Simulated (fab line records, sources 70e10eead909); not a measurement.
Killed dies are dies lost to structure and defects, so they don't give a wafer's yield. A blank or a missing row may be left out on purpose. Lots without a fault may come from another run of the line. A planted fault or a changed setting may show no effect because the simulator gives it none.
Which tool did it? | flow nand_harc | 13 lots, 39 wafers sampled, at 5 steps of a route of 1159

WHAT THE GAUGES READ, wafer by wafer
NHARC_HYBRID_BOND_OVL_MEAS_05. Usual: overlay_x_nm 1 nm, standard deviation 31; overlay_y_nm 3 nm, standard deviation 31.
lot  | measured     | on         | overlay_x_nm (nm) | overlay_y_nm (nm) | flag
L619 | day 19 03:07 | overlay-02 | -17 45 51         | 41 59 -2          |
L620 | day 19 18:52 | overlay-01 | 5 16 5            | 21 30 72          |
L622 | day 19 18:52 | overlay-02 | -80 40 19         | -21 29 -8         |
L624 | day 20 00:55 | overlay-01 | -2 30 5           | 32 -5 -9          |
L625 | day 21 02:25 | overlay-02 | 3 19 4            | -49 6 16          |
L627 | day 21 02:25 | overlay-01 | 44 -3 37          | -30 -5 -59        |
L626 | day 21 02:26 | overlay-02 | 12 -49 9          | 36 -21 -7         |
L631 | day 22 09:58 | overlay-01 | -12 -7 32         | 38 13 -2          |
L629 | day 22 18:43 | overlay-01 | -4 -41 -10        | -21 -64 -28       |
L630 | day 22 18:43 | overlay-02 | -1 -16 -19        | 30 -31 7          |
L636 | day 22 23:01 | overlay-02 | -13 -25 45        | -17 6 -34         |
L632 | day 23 18:52 | overlay-02 | 15 -15 -42        | 16 -16 1          |
L639 | day 24 02:35 | overlay-01 | 12 19 15          | -24 -11 31        |

NHARC_THIN_TSV_INSPECT_40. Usual: raw_defect_count 452, standard deviation 75.
lot  | measured     | on                | raw_defect_count | flag
L619 | day 19 16:48 | defect_inspect-02 | 374 410 442      |
L620 | day 20 10:10 | defect_inspect-01 | 339 337 389      |
L622 | day 20 10:09 | defect_inspect-02 | 490 466 457      |
L624 | day 20 16:01 | defect_inspect-02 | 399 448 502      |
L625 | day 21 19:02 | defect_inspect-02 | 509 581 484      |
L627 | day 21 19:03 | defect_inspect-02 | 424 490 470      |
L626 | day 21 19:02 | defect_inspect-01 | 478 416 451      |
L631 | day 23 00:25 | defect_inspect-02 | 393 435 291      |
L629 | day 23 09:21 | defect_inspect-01 | 597 371 546      |
L630 | day 23 09:20 | defect_inspect-02 | 589 438 545      |
L636 | day 23 13:54 | defect_inspect-01 | 513 347 422      |
L632 | day 24 10:13 | defect_inspect-01 | 570 571 432      |
L639 | day 24 17:13 | defect_inspect-02 | 553 476 510      |

NHARC_END_SORT_01. Usual: defect_limited_yield 95.7 %, standard deviation 1.5; killed_at_array 25, standard deviation 9.8; killed_at_other 0.8, standard deviation 1.1; killed_at_periphery 3.3, standard deviation 2.1; killed_dies 29, standard deviation 10; killed_open 3.3, standard deviation 1.8; killed_short 1.9, standard deviation 1.4; sort_bin_2_pct 1.3 %, standard deviation 0.6; sort_bin_3_pct 0.25 %, standard deviation 0.23; sort_bin_4_pct 2.8 %, standard deviation 0.97; sort_n_pass 648, standard deviation 10; sort_rim_yield_pct 95 %, standard deviation 3.2; sort_yield_pct 95.7 %, standard deviation 1.5.
lot  | measured     | on        | defect_limited_yield (%) | killed_at_array | killed_at_other | killed_at_periphery | killed_dies | killed_open | killed_short | sort_bin_2_pct (%) | sort_bin_3_pct (%) | sort_bin_4_pct (%) | sort_n_pass | sort_rim_yield_pct (%) | sort_yield_pct (%) | flag
L631 | day 23 05:50 | prober-01 | 94.5 95.9 0              | 31 20 30        | 3 2 644         | 3 6 3               | 37 28 677   | 2 3 2       | 2 4 2        | 2.2 1.2 96.5       | 0.30 0.30 0.30     | 3.0 2.7 3.2        | 640 649 0   | 94 92 0                | 94.5 95.9 0        | OFF
L629 | day 23 21:48 | prober-01 | 97.8                     | 13              | 0               | 2                   | 15          | 4           | 2            | 0.7                | 0                  | 1.5                | 662         | 100                    | 97.8               |
L630 | day 23 14:50 | prober-02 | 0 93.5 95.9              | 43 41 28        | 633 0 0         | 1 3 0               | 677 44 28   | 0 4 2       | 2 4 2        | 95.4 2.4 1.3       | 0.59 0.15 0.44     | 4.0 4.0 2.4        | 0 633 649   | 0 96 92                | 0 93.5 95.9        | OFF
L636 | day 24 03:57 | prober-01 | 96.8 0 96.8              | 17 18 16        | 0 655 0         | 5 4 6               | 22 677 22   | 4 3 6       | 0 0 2        | 0.9 97.6 0.4       | 0.15 0.30 0.15     | 2.2 2.1 2.7        | 655 0 655   | 94 0 94                | 96.8 0 96.8        | OFF

WHICH TOOL RAN EACH LOT (tool, then ch and the chambers of the sampled wafers, then the start)
lot  | NHARC_A_BONDPAD_PVD_17                  | NHARC_THIN_TSV_PVD_51
L619 | pvd_sputter-01, day 19 03:07 or earlier | pvd_sputter-03, day 19 09:32
L620 | pvd_sputter-03, day 19 18:52 or earlier | pvd_sputter-02, day 20 01:50
L622 | pvd_sputter-01, day 19 18:52 or earlier | pvd_sputter-02, day 20 00:42
L624 | pvd_sputter-01, day 20 00:55 or earlier | pvd_sputter-01, day 20 07:14
L625 | pvd_sputter-02, day 21 02:25 or earlier | pvd_sputter-02, day 21 08:19
L627 | pvd_sputter-02, day 21 02:25 or earlier | pvd_sputter-01, day 21 09:20
L626 | pvd_sputter-01, day 21 02:26 or earlier | pvd_sputter-02, day 21 11:01
L631 | pvd_sputter-03, day 22 09:58 or earlier | pvd_sputter-02, day 22 15:38
L629 | pvd_sputter-03, day 22 18:43 or earlier | pvd_sputter-01, day 23 01:52
L630 | pvd_sputter-01, day 22 18:43 or earlier | pvd_sputter-02, day 23 00:46
L636 | pvd_sputter-02, day 22 23:01 or earlier | pvd_sputter-02, day 23 05:53
L632 | pvd_sputter-02, day 23 18:52 or earlier | pvd_sputter-03, day 24 02:04
L639 | pvd_sputter-03, day 24 02:35 or earlier | pvd_sputter-01, day 24 09:56
- NHARC_A_BONDPAD_PVD_17: deposits TaN, target thk 5 nm, time 8.06 s.
- NHARC_THIN_TSV_PVD_51: deposits Cu, target thk 100 nm.

WHAT THE TOOLS THEMSELVES READ (means of the sampled wafers that have a number; where no wafer has one, the mark that the record gives instead)
NHARC_A_BONDPAD_PVD_17. Usual: throttle_valve_pct 29.7 %, standard deviation 0.89.
lot  | tool           | throttle_valve_pct (%) | flag
L619 | pvd_sputter-01 | 30.2                   |
L620 | pvd_sputter-03 | 29.8                   |
L622 | pvd_sputter-01 | 29.8                   |
L624 | pvd_sputter-01 | 30.3                   |
L625 | pvd_sputter-02 | 29.7                   |
L627 | pvd_sputter-02 | 30.1                   |
L626 | pvd_sputter-01 | 29.5                   |
L631 | pvd_sputter-03 | 28.8                   |
L629 | pvd_sputter-03 | 28.8                   |
L630 | pvd_sputter-01 | 30.2                   |
L636 | pvd_sputter-02 | 29.1                   |
L632 | pvd_sputter-02 | 30.0                   |
L639 | pvd_sputter-03 | 29.3                   |

NHARC_THIN_TSV_PVD_51. Usual: throttle_valve_pct 29.6 %, standard deviation 0.89.
lot  | tool           | throttle_valve_pct (%) | flag
L619 | pvd_sputter-03 | 29.9                   |
L620 | pvd_sputter-02 | 29.7                   |
L622 | pvd_sputter-02 | 29.9                   |
L624 | pvd_sputter-01 | 29.7                   |
L625 | pvd_sputter-02 | 29.3                   |
L627 | pvd_sputter-01 | 29.4                   |
L626 | pvd_sputter-02 | 29.2                   |
L631 | pvd_sputter-02 | 29.2                   |
L629 | pvd_sputter-01 | 29.6                   |
L630 | pvd_sputter-02 | 29.8                   |
L636 | pvd_sputter-02 | 29.7                   |
L632 | pvd_sputter-03 | 29.5                   |
L639 | pvd_sputter-01 | 29.4                   |

THE ANSWER, worked out from the rows above alone
Rule: a lot is off if the mean of its wafers that have a number lies more than 3 standard deviations from the usual mean. A lot without any number at a reading at which 4 lots or more have one is off too. The other lots that the step has rows for count as sound. The gauges are gone through in route order, then the tools' own readings, and for those a lot's mean is taken as printed above. The first step at which some lot is off is used, and at that step the reading that is off furthest; a lot without a number counts as furthest.
Off: L631, L630, L636, at NHARC_END_SORT_01 (killed_at_other). Neither off nor sound, because the step has no rows for them: L619, L620, L622, L624, L625, L627, L626, L632, L639.
A tool fits if, at a process step before that reading, it ran every lot that is off, and no sound lot after the first of them. The gauges at NHARC_END_SORT_01 are tried like those tools. NHARC_A_BONDPAD_PVD_17 gives no start for some lots, so the hours and the order of its lots are those of NHARC_HYBRID_BOND_OVL_MEAS_05. One fits: pvd_sputter-02 at NHARC_THIN_TSV_PVD_51. It ran no sound lot before its first lot that is off in this sample, so the start can't be narrowed down.

WHAT THE SIMULATOR HAD PUT IN
Process parameter drift: pvd_sputter-02, from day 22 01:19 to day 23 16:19, at NHARC_THIN_TSV_PVD_51. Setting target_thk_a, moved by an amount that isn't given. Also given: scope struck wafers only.
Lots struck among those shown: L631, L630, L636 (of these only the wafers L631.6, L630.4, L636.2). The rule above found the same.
